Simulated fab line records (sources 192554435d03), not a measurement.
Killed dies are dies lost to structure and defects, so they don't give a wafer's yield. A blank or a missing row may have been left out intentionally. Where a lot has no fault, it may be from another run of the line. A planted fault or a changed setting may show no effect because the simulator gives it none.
fab line records    flow n5_finfet
record: lots: 7  wafers: 21
route steps=1938 shown BEOL_M0_SAQP@671 BEOL_M0@726 BEOL_M1@800 BEOL_M2@867 BEOL_M3@934
start_h: the number of hours between the record's first day and the start of the first shown wafer of the lot    wait_h: how many hours have passed since the lot's step before this one    " the same as in the row above    L1.1+2: several wafers, shown together as one row    - no value, or no start was given    * or withheld: withheld    < > ~ a bound
route shown NAME@n: NAME is a module with steps in the file, n the number in the route of the first one    usual: mean and standard deviation over wafers with no fault    same: alike in all rows    chamber/n: place in a boat    sites: per-site readings    _std_site: their standard deviation    _edge_site: inner sites' mean taken away from outer sites' mean    radius_mm: for every site, how far away it sits from the centre of the wafer    mask NAME#n: copy n    behind: tool/chamber where the wafer was last shaped    hold: what put the lot on hold/how long, in hours/how the hold closed    device: the n, p or np transistor that did not switch    end of line: at the end of the route, the tests of the same wafers    for a step that has no rows: nothing shown but its recipe    killed: at the first sort, the dies lost to defects and structure; wafer yield is something else    map: shows each die of a wafer: x if killed, . if not, _ if none is there
set.NAME: the setting that was run; set.NAME@STEP: the one run at that earlier step    model.NAME: the simulator's own value behind a step, which no gauge read
one table per step and one row per wafer, for lots whose settings were changed on purpose
== steps ==
step: N5_BEOL_M0_SAQP_COAT_105
recipe: resist: SOC  temp_c: 250  time_s: 60  spin_rpm: 1500  resist_thk_nm: 100
lot.wafer   tool            chamber  start_h  wait_h  set.spin_rpm  model.SOC_of_BEOL_M0_SAQP_COAT_105.thk_nm
L077.4+5    litho_track-05  0        125.32   0.2     1567          97.8
L077.6      "               0        "        "       1500          100
L082.2      litho_track-05  0        159.70   0.3     1500          99.4
L082.5      "               0        "        "       1500          99.6
L082.6      "               0        "        "       1500          99.8
L085.3+4+5  litho_track-02  0        178.17   0.2     1500          100
L087.3+6    litho_track-04  0        185.95   0.2     1500          100.2
L087.4      "               0        "        "       1500          99.8
L091.1      litho_track-04  0        210.53   0.3     1543          99
L091.2      "               0        "        "       1543          98.6
L091.3      "               0        "        "       1543          98.4
L092.1      litho_track-02  0        217.91   0.3     1500          100.4
L092.3      "               0        "        "       1341          105.6
L092.5      "               0        "        "       1500          100.2
L095.1      litho_track-04  0        243.25   0.3     1500          100.2
L095.2      "               0        "        "       1655          95.6
L095.5      "               0        "        "       1655          95.2
step: N5_BEOL_M0_SAQP_ETCH_106
recipe: chemistry: N2/H2  target: SOC  target_depth_a: 1500  stop_on: SiNx  ion_energy_ev: 100  bias_w: 61  pressure_mtorr: 30  source_w: 850  n2_flow_sccm: 200  h2_flow_sccm: 200
lot.wafer  tool         chamber  start_h  wait_h  set.spin_rpm@BEOL_M0_SAQP_COAT_105  model.SOC_of_BEOL_M0_SAQP_COAT_105.thk_nm
L077.4     rie_diel-04  0        125.37   -       1567                                21.4
L077.5     "            0        "        "       1567                                21.6
L077.6     "            1        "        "       1500                                28
L082.2     rie_diel-05  2        159.76   -       1500                                24.8
L082.5     "            2        "        "       1500                                24.4
L082.6     "            1        "        "       1500                                23
L085.3     rie_diel-04  3        178.23   -       1500                                25.2
L085.4     "            1        "        "       1500                                29
L085.5     "            1        "        "       1500                                28.6
L087.3     rie_diel-05  1        186.00   -       1500                                23.4
L087.4     "            1        "        "       1500                                23
L087.6     "            2        "        "       1500                                24.6
L091.1     rie_diel-05  2        210.64   -       1543                                23.6
L091.2+3   "            1,3      "        "       1543                                22.2
L092.1     rie_diel-04  2        217.98   -       1500                                23
L092.3     "            3        "        "       1341                                30.8
L092.5     "            2        "        "       1500                                22.8
L095.1     rie_diel-02  2        243.57   -       1500                                23.4
L095.2     "            3        "        "       1655                                17.2
L095.5     "            3        "        "       1655                                17
step: N5_BEOL_M0_SAQP_ETCH_107
recipe: chemistry: CH3F/O2  target: SiNx  target_depth_a: 300  mask_material: SOC  pressure_mtorr: 30  source_w: 395  bias_w: 73  Ar_flow_sccm: 150  CH3F_flow_sccm: 30  O2_flow_sccm: 20  ion_energy_ev: 120
lot.wafer  tool         chamber  start_h  wait_h  set.spin_rpm@BEOL_M0_SAQP_COAT_105  model.SOC_of_BEOL_M0_SAQP_COAT_105.thk_nm
L077.4     rie_diel-04  0        125.43   0.0     1567                                10.6
L077.5     "            0        "        "       1567                                10.8
L077.6     "            1        "        "       1500                                17.6
L082.2     rie_diel-05  2        159.82   0.0     1500                                14.2
L082.5     "            2        "        "       1500                                13.8
L082.6     "            1        "        "       1500                                12.2
L085.3     rie_diel-04  3        178.29   0.0     1500                                14.4
L085.4     "            1        "        "       1500                                18.8
L085.5     "            1        "        "       1500                                18.4
L087.3     rie_diel-05  1        186.06   0.0     1500                                12.6
L087.4     "            1        "        "       1500                                12
L087.6     "            2        "        "       1500                                14
L091.1     rie_diel-05  2        210.70   0.0     1543                                12.8
L091.2+3   "            1,3      "        "       1543                                11.2
L092.1     rie_diel-04  2        218.04   0.0     1500                                12
L092.3     "            3        "        "       1341                                20
L092.5     "            2        "        "       1500                                11.6
L095.1     rie_diel-02  2        243.63   0.0     1500                                12.4
L095.2+5   "            3        "        "       1655                                6.2
step: N5_BEOL_M0_ETCH_109
recipe: chemistry: CH3F/O2  target_depth_a: 80  overetch_a: 24  target: SiCN  time_s: 27.4  ion_energy_ev: 120  pressure_mtorr: 30  source_w: 395  bias_w: 75  Ar_flow_sccm: 150  CH3F_flow_sccm: 30  O2_flow_sccm: 20
usual: rf_vpp_V: 297.9/1.2
lot.wafer  tool         chamber  start_h  wait_h  set.bias_w  rf_vpp_V
L077.4     rie_diel-03  1        130.61   0.2     75          298.0
L077.5     "            3        "        "       82.65       317.2
L077.6     "            0        "        "       75          298.5
L082.2     rie_diel-03  0        165.04   0.0     75          300.2
L082.5     "            3        "        "       75          298.9
L082.6     "            2        "        "       75          297.1
L085.3     rie_diel-06  1        184.77   0.0     65.47       274.2
L085.4     "            3        "        "       65.47       273.6
L085.5     "            2        "        "       75          297.9
L087.3     rie_diel-03  3        191.16   0.1     67.41       278.0
L087.4     "            3        "        "       67.41       279.2
L087.6     "            2        "        "       75          295.8
L091.1     rie_diel-01  2        215.44   0.5     78.88       307.9
L091.2     "            1        "        "       78.88       308.6
L091.3     "            0        "        "       75          300.4
L092.1     rie_diel-01  3        223.29   0.0     80.45       309.7
L092.3     "            2        "        "       75          298.9
L092.5     "            0        "        "       75          299.1
L095.1     rie_diel-06  2        248.56   0.5     79.77       308.2
L095.2     "            3        "        "       79.77       308.2
L095.5     "            3        "        "       75          299.2
step: N5_BEOL_M1_TRENCH_ETCH_37
recipe: chemistry: C4F6/O2  target_depth_a: 552.07  target: SiOC  time_s: 29  ion_energy_ev: 250  pressure_mtorr: 30  source_w: 355  bias_w: 185  Ar_flow_sccm: 300  C4F6_flow_sccm: 10  O2_flow_sccm: 10
usual: rf_vpp_V: 671/16
lot.wafer  tool         chamber  start_h  wait_h  set.source_w  rf_vpp_V
L077.4     rie_diel-02  1        -        -       355           667
L077.5     "            2        "        "       297.2         763
L077.6     "            1        "        "       297.2         731
L082.2     rie_diel-05  2        -        -       355           635
L082.5     "            2        "        "       355           635
L082.6     "            3        "        "       355           668
L085.3     rie_diel-05  3        -        -       355           669
L085.4     "            1        "        "       378.4         650
L085.5     "            3        "        "       355           668
L087.3     rie_diel-04  3        -        -       355           676
L087.4     "            1        "        "       313.3         725
L087.6     "            2        "        "       313.3         729
L091.1     rie_diel-05  1        -        -       386.5         643
L091.2     "            3        "        "       355           670
L091.3     "            2        "        "       355           633
L092.1     rie_diel-04  2        -        -       355           682
L092.3     "            3        "        "       355           675
L092.5     "            3        "        "       355           676
L095.1     rie_diel-05  0        -        -       355           681
L095.2     "            1        "        "       355           672
L095.5     "            0        "        "       297.4         748
step: N5_BEOL_M2_COAT_67
recipe: resist: SOC  temp_c: 250  time_s: 60  spin_rpm: 1500  resist_thk_nm: 60
lot.wafer   tool            chamber  start_h  wait_h  set.spin_rpm  model.SOC_of_BEOL_M2_COAT_67.thk_nm
L077.4      litho_track-03  0        147.01   0.0     1500          60
L077.5      "               0        "        "       1591          58
L077.6      "               0        "        "       1591          58.2
L082.2+6    litho_track-03  0        182.03   0.0     1500          60
L082.5      "               0        "        "       1500          60.2
L085.3      litho_track-05  0        199.03   0.0     1638          57.4
L085.4      "               0        "        "       1500          59.8
L085.5      "               0        "        "       1638          57.2
L087.3+4+6  litho_track-03  0        210.92   0.0     1500          60.2
L091.1      litho_track-02  0        231.13   0.0     1375          62.6
L091.2+3    "               0        "        "       1375          62.4
L092.1      litho_track-05  0        238.14   0.0     1500          60.6
L092.3+5    "               0        "        "       1500          60.4
L095.1+2    litho_track-05  0        275.97   0.0     1500          60.2
L095.5      "               0        "        "       1408          62
step: N5_BEOL_M2_COAT_22
recipe: resist: CAR-EUV  spin_rpm: 1500  resist_thk_nm: 30
lot.wafer   tool            chamber  start_h  wait_h  set.spin_rpm  model.CAR-EUV_of_BEOL_M2_COAT_22.thk_nm
L077.4      litho_track-03  0        -        -       1608          29
L077.5+6    "               0        "        "       1500          30
L082.2      litho_track-03  0        -        -       1500          30
L082.5+6    "               0        "        "       1500          30.2
L085.3      litho_track-05  0        -        -       1500          30
L085.4      "               0        "        "       1431          30.6
L085.5      "               0        "        "       1431          30.8
L087.3      litho_track-03  0        -        -       1386          31.4
L087.4+6    "               0        "        "       1500          30.2
L091.1+3    litho_track-02  0        -        -       1558          29.4
L091.2      "               0        "        "       1500          30
L092.1+3+5  litho_track-05  0        -        -       1343          31.8
L095.1+2+5  litho_track-05  0        -        -       1500          30
step: N5_BEOL_M2_EBR_24
recipe: solvent: PGMEA  ebr_width_mm: 1.5
step: N5_BEOL_M2_SOFTBAKE_23
recipe: temp_c: 110  time_s: 60  resist: CAR-EUV
step: N5_BEOL_M2_EXPOSE_25
recipe: mask_id: V1  na: 0.33  source_shape: quasar  sigma_inner: 0.2  sigma_outer: 0.8  polarization: unpolarized  defocus_nm: 5  dose_mj: 63
step: N5_BEOL_M2_PEB_26
recipe: peb_temp_c: 100  peb_time_s: 60  resist: CAR-EUV
step: N5_BEOL_M2_DEVELOP_27
recipe: develop_time_s: 30  developer: TMAH  resist: CAR-EUV  rinse_liquid: surfactant_rinse  dry: air_spin  dev_temp_c: 23
lot.wafer   tool            chamber  start_h  wait_h  set.spin_rpm@BEOL_M2_COAT_22  model.CAR-EUV_of_BEOL_M2_COAT_22.thk_nm
L077.4      litho_track-03  0        -        -       1608                          28.4
L077.5+6    "               0        "        "       1500                          29.6
L082.2+5+6  litho_track-03  0        -        -       1500                          29.6
L085.3      litho_track-02  0        -        -       1500                          29.6
L085.4+5    "               0        "        "       1431                          30.2
L087.3      litho_track-03  0        -        -       1386                          30.8
L087.4+6    "               0        "        "       1500                          29.6
L091.1+3    litho_track-03  0        -        -       1558                          29
L091.2      "               0        "        "       1500                          29.6
L092.1      litho_track-03  0        -        -       1343                          31.2
L092.3+5    "               0        "        "       1343                          31.4
L095.1+2+5  litho_track-05  0        -        -       1500                          29.6
step: N5_BEOL_M2_DESCUM_33
recipe: chemistry: O2  time_s: 7  source_power_w: 50  bias_power_w: 20  pressure_mtorr: 20  rf_frequency_hz: 2.712e+07  temp_c: 40  resist: CAR-EUV  o2_flow_sccm: 225
step: N5_BEOL_M2_ETCH_77
recipe: chemistry: N2/H2  target: underlayer  target_depth_a: 65  mask_material: CAR-EUV  time_s: 5.2  ion_energy_ev: 200  pressure_mtorr: 30  source_w: 840  bias_w: 150  n2_flow_sccm: 200  h2_flow_sccm: 200  ends: cleared
lot.wafer  tool         chamber  start_h  wait_h  set.spin_rpm@BEOL_M2_COAT_22  model.CAR-EUV_of_BEOL_M2_COAT_22.thk_nm
L077.4     rie_diel-06  1        147.58   0.0     1608                          19.2
L077.5+6   "            3,0      "        "       1500                          20.2
L082.2     rie_diel-03  0        182.60   0.0     1500                          20.4
L082.5+6   "            1,2      "        "       1500                          20.6
L085.3     rie_diel-01  2        199.59   0.0     1500                          20.4
L085.4     "            1        "        "       1431                          21
L085.5     "            3        "        "       1431                          21.2
L087.3     rie_diel-01  3        211.48   0.0     1386                          21.8
L087.4+6   "            2,3      "        "       1500                          20.6
L091.1+3   rie_diel-06  2,1      231.69   0.0     1558                          19.8
L091.2     "            0        "        "       1500                          20.2
L092.1     rie_diel-03  3        239.05   0.0     1343                          22
L092.3+5   "            2,1      "        "       1343                          22.2
L095.1+5   rie_diel-01  2        276.57   0.0     1500                          20.4
L095.2     "            0        "        "       1500                          20.2
step: N5_BEOL_M2_ETCH_69
recipe: chemistry: CF4  target: SiARC  target_depth_a: 156  mask_material: CAR-EUV  time_s: 26  ion_energy_ev: 80  pressure_mtorr: 40  source_w: 545  bias_w: 36  Ar_flow_sccm: 100  cf4_flow_sccm: 100  ends: cleared
usual: rf_vpp_V: 184.3/1
lot.wafer  tool         chamber  start_h  wait_h  set.bias_w  rf_vpp_V
L077.4     rie_diel-06  1        147.62   0.0     36          185.1
L077.5     "            3        "        "       36          184.1
L077.6     "            0        "        "       36          183.4
L082.2     rie_diel-03  0        182.61   0.0     36          185.3
L082.5     "            1        "        "       36          184.2
L082.6     "            2        "        "       36          183.6
L085.3     rie_diel-01  2        199.61   0.0     36          184.9
L085.4     "            1        "        "       33.03       175.5
L085.5     "            3        "        "       33.03       172.5
L087.3     rie_diel-01  3        211.50   0.0     36          184.1
L087.4     "            2        "        "       38.16       191.5
L087.6     "            3        "        "       36          183.3
L091.1     rie_diel-06  2        231.71   0.0     32.5        172.4
L091.2     "            0        "        "       36          183.0
L091.3     "            1        "        "       32.5        172.8
L092.1     rie_diel-03  3        239.06   0.0     36          183.0
L092.3     "            2        "        "       41.78       201.4
L092.5     "            1        "        "       36          184.6
L095.1     rie_diel-01  2        276.58   0.0     39.18       194.0
L095.2     "            0        "        "       36          185.6
L095.5     "            2        "        "       36          184.4
step: N5_BEOL_M2_ALD_98
recipe: material: SiO2  target_thk_a: 25  temp_c: 100  ald_precursor_family: BDEAS  ald_co_reactant: O2-plasma  pulse_time_s: 1  co_reactant_pulse_time_s: 1  purge_time_s: 2  co_reactant_purge_time_s: 2  ald_cycles: 17  pressure_torr: 2
lot.wafer   tool        chamber  start_h  wait_h  set.ald_cycles  model.SiO2_of_BEOL_M2_ALD_98.thk_nm
L077.4+6    ald_sin-01  0        148.43   0.8     14              2
L077.5      "           1        "        "       17              2.4
L082.2+5+6  ald_sin-02  1,1,0    183.66   1.0     17              2.4
L085.3+4    ald_sin-01  3,0      199.69   0.1     18              2.6
L085.5      "           2        "        "       17              2.6
L087.3+4    ald_sin-01  0,3      212.23   0.7     17              2.4
L087.6      "           2        "        "       20              3
L091.1+2    ald_sin-01  0,1      231.79   0.1     17              2.6
L091.3      "           3        "        "       18              2.6
L092.1      ald_sin-01  0        239.15   0.1     17              2.6
L092.3+5    "           3,1      "        "       18              2.6
L095.1+2+5  ald_sin-03  1,0,3    277.08   0.5     17              2.4
step: N5_BEOL_M2_ETCHBACK_99
recipe: chemistry: CHF3  target: SiO2  target_depth_a: 50  time_s: 10.4  source_w: 215  bias_w: 47  Ar_flow_sccm: 200  CHF3_flow_sccm: 12  ion_energy_ev: 100  pressure_mtorr: 30
step: N5_BEOL_M2_ETCH_70
recipe: chemistry: N2/H2  target: SOC  target_depth_a: 800  overetch_a: 240  mask_material: SiARC  temp_c: 40  time_s: 130  ion_energy_ev: 200  pressure_mtorr: 30  source_w: 840  bias_w: 150  n2_flow_sccm: 200  h2_flow_sccm: 200
lot.wafer  tool         chamber  start_h  wait_h  set.spin_rpm@BEOL_M2_COAT_67  model.etch.depth_nm
L077.4     rie_diel-01  0        155.08   0.0     1500                          60.02
L077.5     "            3        "        "       1591                          58.04
L077.6     "            0        "        "       1591                          58.16
L082.2     rie_diel-06  1        184.03   0.0     1500                          60.09
L082.5     "            0        "        "       1500                          60.17
L082.6     "            3        "        "       1500                          59.96
L085.3     rie_diel-06  3        202.29   0.0     1638                          57.35
L085.4     "            0        "        "       1500                          59.87
L085.5     "            0        "        "       1638                          57.2
L087.3     rie_diel-03  0        216.65   0.0     1500                          60.3
L087.4     "            3        "        "       1500                          60.25
L087.6     "            1        "        "       1500                          60.18
L091.1     rie_diel-03  3        236.16   0.0     1375                          62.5
L091.2+3   "            1,0      "        "       1375                          62.4
L092.1     rie_diel-03  0        243.94   0.0     1500                          60.55
L092.3     "            3        "        "       1500                          60.42
L092.5     "            1        "        "       1500                          60.33
L095.1     rie_diel-01  3        278.00   0.0     1500                          60.22
L095.2     "            0        "        "       1500                          60.13
L095.5     "            3        "        "       1408                          61.94
step: N5_BEOL_M3_HM_DEP_02
recipe: material: TiN  target_thk_a: 200  temp_c: 25  chamber_pressure_pa: 0.49996
lot.wafer  tool            chamber  start_h  wait_h  set.target_thk_a  model.TiN_of_BEOL_M3_HM_DEP_02.thk_nm
L077.4+5   pvd_sputter-02  -        161.52   1.3     185.6             18.4
L077.6     "               -        "        "       200               20
L082.2+6   pvd_sputter-03  -        190.13   1.0     200               19.8
L082.5     "               -        "        "       200               20.2
L085.3     pvd_sputter-01  -        209.02   2.0     210.2             21.2
L085.4     "               -        "        "       200               20
L085.5     "               -        "        "       200               20.2
L087.3     pvd_sputter-03  -        223.07   1.4     182.8             18.4
L087.4     "               -        "        "       200               19.8
L087.6     "               -        "        "       182.8             18
L091.1     pvd_sputter-03  -        241.47   0.2     176.9             17.8
L091.2     "               -        "        "       200               20
L091.3     "               -        "        "       200               20.2
L092.1     pvd_sputter-02  -        249.13   0.4     219.7             21.8
L092.3     "               -        "        "       219.7             22.2
L092.5     "               -        "        "       200               20
L095.1+2   pvd_sputter-01  -        285.18   2.1     200               19.6
L095.5     "               -        "        "       188.1             18.4
step: N5_BEOL_M3_COAT_61
recipe: resist: SOC  temp_c: 250  time_s: 60  spin_rpm: 1500  resist_thk_nm: 60
lot.wafer  tool            chamber  start_h  wait_h  set.spin_rpm  model.SOC_of_BEOL_M3_COAT_61.thk_nm
L077.4     litho_track-01  0        161.65   0.1     1554          59
L077.5     "               0        "        "       1500          59.6
L077.6     "               0        "        "       1500          60
L082.2+5   litho_track-04  0        190.25   0.1     1500          60.4
L082.6     "               0        "        "       1500          60
L085.3+5   litho_track-03  0        209.14   0.1     1565          58.8
L085.4     "               0        "        "       1500          60
L087.3+6   litho_track-03  0        223.19   0.1     1500          60
L087.4     "               0        "        "       1500          59.8
L091.1     litho_track-03  0        241.60   0.1     1573          58.8
L091.2     "               0        "        "       1500          60.2
L091.3     "               0        "        "       1500          60.4
L092.1     litho_track-01  0        249.26   0.1     1500          60
L092.3     "               0        "        "       1500          59.8
L092.5     "               0        "        "       1500          60.2
L095.1+5   litho_track-01  0        285.31   0.1     1500          60.2
L095.2     "               0        "        "       1385          62.8
step: N5_BEOL_M3_COAT_62
recipe: resist: SiARC  temp_c: 220  time_s: 60  spin_rpm: 1500  resist_thk_nm: 12
step: N5_BEOL_M3_COAT_73
recipe: resist: underlayer  temp_c: 205  time_s: 60  spin_rpm: 1500  resist_thk_nm: 5
step: N5_BEOL_M3_ETCH_74
recipe: chemistry: N2/H2  target: underlayer  target_depth_a: 65  mask_material: CAR-EUV  time_s: 5.2  ion_energy_ev: 200  pressure_mtorr: 30  source_w: 840  bias_w: 150  n2_flow_sccm: 200  h2_flow_sccm: 200  ends: cleared
step: N5_BEOL_M3_ETCH_63
recipe: chemistry: CF4  target: SiARC  target_depth_a: 156  mask_material: CAR-EUV  time_s: 26  ion_energy_ev: 80  pressure_mtorr: 40  source_w: 545  bias_w: 36  Ar_flow_sccm: 100  cf4_flow_sccm: 100  ends: cleared
step: N5_BEOL_M3_ETCH_64
recipe: chemistry: N2/H2  target: SOC  target_depth_a: 750  overetch_a: 150  mask_material: SiARC  temp_c: 40  time_s: 112.5  ion_energy_ev: 200  pressure_mtorr: 30  source_w: 840  bias_w: 150  n2_flow_sccm: 200  h2_flow_sccm: 200
lot.wafer  tool         chamber  start_h  wait_h  set.spin_rpm@BEOL_M3_COAT_61  model.etch.depth_nm
L077.4     rie_diel-04  3        162.29   0.0     1554                          59.02
L077.5     "            1        "        "       1500                          59.61
L077.6     "            0        "        "       1500                          60.05
L082.2     rie_diel-04  0        190.84   0.0     1500                          60.31
L082.5     "            1        "        "       1500                          60.39
L082.6     "            2        "        "       1500                          60.08
L085.3     rie_diel-04  2        209.73   0.0     1565                          58.76
L085.4     "            3        "        "       1500                          59.94
L085.5     "            0        "        "       1565                          58.78
L087.3     rie_diel-02  0        224.39   0.0     1500                          59.92
L087.4     "            2        "        "       1500                          59.89
L087.6     "            0        "        "       1500                          60.02
L091.1     rie_diel-02  1        242.19   0.0     1573                          58.8
L091.2     "            3        "        "       1500                          60.17
L091.3     "            2        "        "       1500                          60.33
L092.1     rie_diel-05  0        249.85   0.0     1500                          60.03
L092.3     "            3        "        "       1500                          59.83
L092.5     "            3        "        "       1500                          60.26
L095.1     rie_diel-05  3        286.03   0.0     1500                          60.14
L095.2     "            2        "        "       1385                          62.71
L095.5     "            2        "        "       1500                          60.24
step: N5_BEOL_M3_STRIP_65
recipe: chemistry: N2/H2  temp_c: 40  n2_flow_sccm: 200  h2_flow_sccm: 200  rf_frequency_hz: 6e+07
step: N5_BEOL_M3_STRIP_75
recipe: chemistry: N2/H2  temp_c: 40  n2_flow_sccm: 200  h2_flow_sccm: 200  rf_frequency_hz: 6e+07
step: N5_BEOL_M3_STRIP_66
recipe: chemistry: CF4  resist: SiARC  power_w: 300  bias_power_w: 75  pressure_mtorr: 50  cf4_flow_sccm: 150  rf_frequency_hz: 6e+07
step: N5_BEOL_M3_HM_OPEN_17
recipe: chemistry: Cl2/BCl3  target_depth_a: 200  overetch_a: 60  target: TiN  mask_material: SOC  ion_energy_ev: 150  pressure_mtorr: 10  icp_w: 1000  bias_w: 126  Cl2_flow_sccm: 53.25  bcl3_flow_sccm: 21.75  Ar_flow_sccm: 25
lot.wafer  tool          chamber  start_h  wait_h  set.target_thk_a@BEOL_M3_HM_DEP_02  set.spin_rpm@BEOL_M3_COAT_61  model.etch.depth_nm  model.SOC_of_BEOL_M3_COAT_61.thk_nm
L077.4     rie_metal-01  0        162.49   0.1     185.6                               1554                          18.41                50.8
L077.5     "             1        "        "       185.6                               1500                          18.31                51.6
L077.6     "             0        "        "       200                                 1500                          19.94                51.8
L082.2     rie_metal-02  0        191.01   0.0     200                                 1500                          19.89                52.4
L082.5     "             0        "        "       200                                 1500                          20.28                52.6
L082.6     "             1        "        "       200                                 1500                          19.8                 52.2
L085.3     rie_metal-03  1        209.93   0.1     210.2                               1565                          21.11                50.8
L085.4     "             0        "        "       200                                 1500                          20.05                52
L085.5     "             0        "        "       200                                 1565                          20.16                50.8
L087.3     rie_metal-01  1        224.59   0.1     182.8                               1500                          18.33                51.8
L087.4     "             0        "        "       200                                 1500                          19.77                51.4
L087.6     "             1        "        "       182.8                               1500                          17.97                52
L091.1     rie_metal-01  1        242.36   0.0     176.9                               1573                          17.83                50.8
L091.2     "             0        "        "       200                                 1500                          20.01                51.8
L091.3     "             0        "        "       200                                 1500                          20.28                52
L092.1     rie_metal-01  0        250.02   0.0     219.7                               1500                          21.74                51.8
L092.3     "             0        "        "       219.7                               1500                          22.19                51.6
L092.5     "             1        "        "       200                                 1500                          20.08                52.2
L095.1     rie_metal-02  1        286.20   0.0     200                                 1500                          19.58                52.2
L095.2     "             0        "        "       200                                 1385                          19.68                54.8
L095.5     "             0        "        "       188.1                               1500                          18.39                52.4
== key ==
split: step: N5_BEOL_M0_SAQP_COAT_105  setting: spin_rpm  stated: 1500  by: wafer
response: step: N5_BEOL_M0_SAQP_COAT_105  reading: model.SOC_of_BEOL_M0_SAQP_COAT_105.thk_nm  change: -0.484  per: 1%  r: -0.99
response: step: N5_BEOL_M0_SAQP_ETCH_106  reading: model.SOC_of_BEOL_M0_SAQP_COAT_105.thk_nm  change: -0.744  per: 1%  r: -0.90
response: step: N5_BEOL_M0_SAQP_ETCH_107  reading: model.SOC_of_BEOL_M0_SAQP_COAT_105.thk_nm  change: -0.76  per: 1%  r: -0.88
split: step: N5_BEOL_M0_ETCH_109  setting: bias_w  stated: 75  by: wafer
response: step: N5_BEOL_M0_ETCH_109  reading: rf_vpp_V  change: +1.74  per: 1%  r: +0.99
split: step: N5_BEOL_M1_TRENCH_ETCH_37  setting: source_w  stated: 355  by: wafer
response: step: N5_BEOL_M1_TRENCH_ETCH_37  reading: rf_vpp_V  change: -4.13  per: 1%  r: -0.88
split: step: N5_BEOL_M2_COAT_67  setting: spin_rpm  stated: 1500  by: wafer
response: step: N5_BEOL_M2_COAT_67  reading: model.SOC_of_BEOL_M2_COAT_67.thk_nm  change: -0.286  per: 1%  r: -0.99
response: step: N5_BEOL_M2_ETCH_70  reading: model.etch.depth_nm  change: -0.292  per: 1%  r: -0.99
split: step: N5_BEOL_M2_COAT_22  setting: spin_rpm  stated: 1500  by: wafer
response: step: N5_BEOL_M2_COAT_22  reading: model.CAR-EUV_of_BEOL_M2_COAT_22.thk_nm  change: -0.15  per: 1%  r: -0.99
response: step: N5_BEOL_M2_DEVELOP_27  reading: model.CAR-EUV_of_BEOL_M2_COAT_22.thk_nm  change: -0.157  per: 1%  r: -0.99
response: step: N5_BEOL_M2_ETCH_77  reading: model.CAR-EUV_of_BEOL_M2_COAT_22.thk_nm  change: -0.145  per: 1%  r: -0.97
split: step: N5_BEOL_M2_ETCH_69  setting: bias_w  stated: 36  by: wafer
response: step: N5_BEOL_M2_ETCH_69  reading: rf_vpp_V  change: +1.12  per: 1%  r: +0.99
split: step: N5_BEOL_M2_ALD_98  setting: ald_cycles  stated: 17  by: wafer
response: step: N5_BEOL_M2_ALD_98  reading: model.SiO2_of_BEOL_M2_ALD_98.thk_nm  change: +0.0243  per: 1%  r: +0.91
split: step: N5_BEOL_M3_HM_DEP_02  setting: target_thk_a  stated: 200  by: wafer
response: step: N5_BEOL_M3_HM_DEP_02  reading: model.TiN_of_BEOL_M3_HM_DEP_02.thk_nm  change: +0.202  per: 1%  r: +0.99
response: step: N5_BEOL_M3_HM_OPEN_17  reading: model.etch.depth_nm  change: +0.199  per: 1%  r: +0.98
split: step: N5_BEOL_M3_COAT_61  setting: spin_rpm  stated: 1500  by: wafer
response: step: N5_BEOL_M3_COAT_61  reading: model.SOC_of_BEOL_M3_COAT_61.thk_nm  change: -0.309  per: 1%  r: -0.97
response: step: N5_BEOL_M3_ETCH_64  reading: model.etch.depth_nm  change: -0.301  per: 1%  r: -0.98
response: step: N5_BEOL_M3_HM_OPEN_17  reading: model.SOC_of_BEOL_M3_COAT_61.thk_nm  change: -0.289  per: 1%  r: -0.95
